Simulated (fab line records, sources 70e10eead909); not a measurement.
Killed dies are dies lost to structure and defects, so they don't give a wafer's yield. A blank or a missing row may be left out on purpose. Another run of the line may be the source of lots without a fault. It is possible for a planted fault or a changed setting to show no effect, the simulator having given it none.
Matching of chambers / flow nand harc / 4 sister chambers for NHARC_A_BLC_STRIP_29 on rie diel-07
The step strips in CF4. 27 wafers are shown with their chamber, then 12 later ones without.

== WAFERS PAIRED WITH THEIR CHAMBERS ==
wafer=L074.3; chamber=0; drypump motor current A (A)=5.3; oes product au (a.u.)=1.004; rf vpp V (V)=59.2
wafer=L074.4; chamber=1; drypump motor current A (A)=6.3; oes product au (a.u.)=0.996; rf vpp V (V)=57.7
wafer=L074.6; chamber=0; drypump motor current A (A)=5.3; oes product au (a.u.)=1.016; rf vpp V (V)=58.0
wafer=L078.1; chamber=2; drypump motor current A (A)=5.7; oes product au (a.u.)=0.988; rf vpp V (V)=60.1
wafer=L078.4; chamber=1; drypump motor current A (A)=6.3; oes product au (a.u.)=1.002; rf vpp V (V)=59.6
wafer=L078.6; chamber=0; drypump motor current A (A)=5.3; oes product au (a.u.)=1.019; rf vpp V (V)=57.6
wafer=L077.1; chamber=3; drypump motor current A (A)=5.0; oes product au (a.u.)=0.997; rf vpp V (V)=58.3
wafer=L077.5; chamber=2; drypump motor current A (A)=5.7; oes product au (a.u.)=0.995; rf vpp V (V)=59.5
wafer=L077.6; chamber=1; drypump motor current A (A)=6.4; oes product au (a.u.)=1.006; rf vpp V (V)=59.7
wafer=L080.3; chamber=1; drypump motor current A (A)=6.3; oes product au (a.u.)=0.990; rf vpp V (V)=59.2
wafer=L080.5; chamber=3; drypump motor current A (A)=5.0; oes product au (a.u.)=0.987; rf vpp V (V)=58.9
wafer=L080.6; chamber=2; drypump motor current A (A)=5.7; oes product au (a.u.)=0.985; rf vpp V (V)=59.9
wafer=L079.2; chamber=1; drypump motor current A (A)=6.4; oes product au (a.u.)=1.024; rf vpp V (V)=60.4
wafer=L079.4; chamber=2; drypump motor current A (A)=5.7; oes product au (a.u.)=0.990; rf vpp V (V)=58.5
wafer=L079.6; chamber=3; drypump motor current A (A)=5.0; oes product au (a.u.)=1.001; rf vpp V (V)=57.3
wafer=L082.2; chamber=0; drypump motor current A (A)=5.3; oes product au (a.u.)=1.018; rf vpp V (V)=58.9
wafer=L082.4; chamber=1; drypump motor current A (A)=6.3; oes product au (a.u.)=1.012; rf vpp V (V)=58.7
wafer=L082.5; chamber=0; drypump motor current A (A)=5.4; oes product au (a.u.)=1.014; rf vpp V (V)=58.0
wafer=L085.3; chamber=1; drypump motor current A (A)=6.4; oes product au (a.u.)=1.015; rf vpp V (V)=60.0
wafer=L085.4; chamber=0; drypump motor current A (A)=5.3; oes product au (a.u.)=1.024; rf vpp V (V)=59.6
wafer=L085.6; chamber=2; drypump motor current A (A)=5.7; oes product au (a.u.)=1.007; rf vpp V (V)=60.2
wafer=L087.2; chamber=3; drypump motor current A (A)=5.0; oes product au (a.u.)=1.005; rf vpp V (V)=59.2
wafer=L087.3; chamber=1; drypump motor current A (A)=6.4; oes product au (a.u.)=1.004; rf vpp V (V)=59.5
wafer=L087.6; chamber=1; drypump motor current A (A)=6.4; oes product au (a.u.)=1.010; rf vpp V (V)=59.2
wafer=L086.1; chamber=3; drypump motor current A (A)=5.0; oes product au (a.u.)=0.998; rf vpp V (V)=58.4
wafer=L086.2; chamber=1; drypump motor current A (A)=6.4; oes product au (a.u.)=1.006; rf vpp V (V)=60.0
wafer=L086.6; chamber=1; drypump motor current A (A)=6.4; oes product au (a.u.)=1.009; rf vpp V (V)=58.9

SIGNATURES (means of the wafers above)
reading=drypump motor current A; chamber 0=5.317; chamber 1=6.364; chamber 2=5.700; chamber 3=5.000; scatter within a chamber=0.0383
reading=oes product au; chamber 0=1.01583; chamber 1=1.00673; chamber 2=0.99300; chamber 3=0.99760; scatter within a chamber=0.00818
reading=rf vpp V; chamber 0=58.550; chamber 1=59.355; chamber 2=59.640; chamber 3=58.420; scatter within a chamber=0.744
Rule: a wafer's distance from a chamber is the root of the sum, over the readings, of the square of ((its reading less the chamber's mean) divided by the reading's scatter). The wafer belongs to the nearest chamber; if the next one is less than 2 further off, it can't be placed. The scatter is the square root of a quotient: the sum, over the shown wafers, of each reading's squared deviation from its chamber's mean, divided by wafers minus chambers.

== WAFERS WITH NO CHAMBER GIVEN ==
wafer=L093.1; drypump motor current A (A)=6.3; oes product au (a.u.)=0.995; rf vpp V (V)=58.8
wafer=L093.2; drypump motor current A (A)=5.4; oes product au (a.u.)=1.007; rf vpp V (V)=58.5
wafer=L093.4; drypump motor current A (A)=5.7; oes product au (a.u.)=1.004; rf vpp V (V)=56.8
wafer=L092.2; drypump motor current A (A)=5.3; oes product au (a.u.)=1.004; rf vpp V (V)=59.8
wafer=L092.3; drypump motor current A (A)=5.0; oes product au (a.u.)=0.994; rf vpp V (V)=58.3
wafer=L092.5; drypump motor current A (A)=4.9; oes product au (a.u.)=0.996; rf vpp V (V)=58.0
wafer=L094.2; drypump motor current A (A)=5.7; oes product au (a.u.)=1.010; rf vpp V (V)=59.6
wafer=L094.5; drypump motor current A (A)=6.4; oes product au (a.u.)=0.993; rf vpp V (V)=57.9
wafer=L094.6; drypump motor current A (A)=5.3; oes product au (a.u.)=1.011; rf vpp V (V)=59.6
wafer=L097.3; drypump motor current A (A)=6.4; oes product au (a.u.)=0.998; rf vpp V (V)=60.3
wafer=L097.5; drypump motor current A (A)=5.3; oes product au (a.u.)=1.008; rf vpp V (V)=59.2
wafer=L097.6; drypump motor current A (A)=5.0; oes product au (a.u.)=1.004; rf vpp V (V)=59.3

== WHICH CHAMBER EACH WENT THROUGH ==
wafer=L093.1; from the rows above=1; in truth=1
wafer=L093.2; from the rows above=0; in truth=0
wafer=L093.4; from the rows above=2; in truth=2
wafer=L092.2; from the rows above=0; in truth=0
wafer=L092.3; from the rows above=3; in truth=3
wafer=L092.5; from the rows above=3; in truth=3
wafer=L094.2; from the rows above=2; in truth=2
wafer=L094.5; from the rows above=1; in truth=1
wafer=L094.6; from the rows above=0; in truth=0
wafer=L097.3; from the rows above=1; in truth=1
wafer=L097.5; from the rows above=0; in truth=0
wafer=L097.6; from the rows above=3; in truth=3
Correctly placed: 12 of 12. Left unplaced by these rows: 0. 0 placed wrongly.
